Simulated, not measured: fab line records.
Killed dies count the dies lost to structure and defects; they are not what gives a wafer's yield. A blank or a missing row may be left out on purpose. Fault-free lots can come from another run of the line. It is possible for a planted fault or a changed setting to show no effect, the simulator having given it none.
Chamber matching || flow nand harc || 4 sister chambers for NHARC_A_BLC_CMP_25 on cmp-01
The step polishes, t overpolish 30 s, target thk 150 nm. 4 wafers are shown with their chamber, then 9 later ones without.

WAFERS WITH THEIR CHAMBER
{"wafer": "L084.6", "chamber": 2, "motor current A (A)": 12.1}
{"wafer": "L085.1", "chamber": 3, "motor current A (A)": 11.7}
{"wafer": "L085.3", "chamber": 0, "motor current A (A)": 13.6}
{"wafer": "L085.6", "chamber": 1, "motor current A (A)": 13.7}

WAFERS WHOSE CHAMBER IS MISSING
{"wafer": "L090.1", "motor current A (A)": 13.1}
{"wafer": "L090.2", "motor current A (A)": 13.9}
{"wafer": "L090.3", "motor current A (A)": 12.8}
{"wafer": "L093.2", "motor current A (A)": 12.5}
{"wafer": "L093.3", "motor current A (A)": 11.7}
{"wafer": "L093.5", "motor current A (A)": 13.0}
{"wafer": "L096.1", "motor current A (A)": 12.7}
{"wafer": "L096.3", "motor current A (A)": 11.7}
{"wafer": "L096.5", "motor current A (A)": 12.7}

WHICH CHAMBER EACH WENT THROUGH
{"wafer": "L090.1", "from the rows above": "can't be placed: 0 or 1 or 2 or 3", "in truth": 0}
{"wafer": "L090.2", "from the rows above": "can't be placed: 1 or 0", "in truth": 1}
{"wafer": "L090.3", "from the rows above": "can't be placed: 2 or 0 or 1 or 3", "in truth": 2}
{"wafer": "L093.2", "from the rows above": "can't be placed: 2 or 3 or 0 or 1", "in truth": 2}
{"wafer": "L093.3", "from the rows above": "can't be placed: 3 or 2", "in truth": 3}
{"wafer": "L093.5", "from the rows above": "can't be placed: 0 or 1 or 2 or 3", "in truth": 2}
{"wafer": "L096.1", "from the rows above": "can't be placed: 2 or 0 or 1 or 3", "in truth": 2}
{"wafer": "L096.3", "from the rows above": "can't be placed: 3 or 2", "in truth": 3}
{"wafer": "L096.5", "from the rows above": "can't be placed: 2 or 0 or 1 or 3", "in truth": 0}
Placed correctly: 0 of 9. Can't be placed from these rows: 9 (the true chamber is among the candidates in 9). Wrongly placed: 0.
How it was worked out, from the rows above alone: a wafer's distance from a chamber is the root of the sum, over the readings, of the square of ((its reading less the chamber's mean) divided by the reading's scatter). If the next closest chamber is less than 2 further off than the closest, the wafer can't be placed; otherwise it belongs to the closest. Each chamber's mean is taken over the wafers shown for it. The scatter: root of mean squared gap, hidden wafer to nearest shown wafer, with one shown wafer a chamber.
